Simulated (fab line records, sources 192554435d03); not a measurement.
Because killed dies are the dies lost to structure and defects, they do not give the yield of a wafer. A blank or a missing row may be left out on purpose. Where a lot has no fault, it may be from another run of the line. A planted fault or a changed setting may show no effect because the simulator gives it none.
Chamber matching -- flow n5 finfet -- N5_BEOL_M0_STRIP_104 on rie diel-05 has 4 sister chambers
The step strips in N2/H2. 4 wafers are shown with their chamber, then 9 later ones without.

EACH WAFER AND ITS CHAMBER
wafer,chamber,drypump motor current A (A)
L078.3,1,5.9
L089.1,3,4.7
L089.3,0,5.2
L089.6,2,6.0

WAFERS WITHOUT THEIR CHAMBER
wafer,drypump motor current A (A)
L092.1,5.8
L092.4,6.0
L092.5,5.9
L094.1,5.9
L094.2,5.2
L094.5,5.9
L097.2,5.9
L097.3,4.7
L097.4,5.1

WHICH CHAMBER EACH ONE RAN IN
wafer,from the rows above,in truth
L092.1,1,1
L092.4,2,2
L092.5,1,1
L094.1,1,1
L094.2,0,0
L094.5,1,1
L097.2,1,1
L097.3,3,3
L097.4,0,0
Correct placement for 9 of the 9. Can't be placed from these rows: 0. 0 placed wrongly.
How it was worked out, from the rows above alone: a wafer's distance from a chamber is the root of the sum, over the readings, of the square of ((its reading less the chamber's mean) divided by the reading's scatter). If the next closest chamber is less than 2 further off than the closest, the wafer can't be placed; otherwise it belongs to the closest. Each chamber's mean is taken over the wafers shown for it. The scatter: with one shown wafer a chamber, the root of the mean of the squares of how far each hidden wafer lies from its nearest shown one.
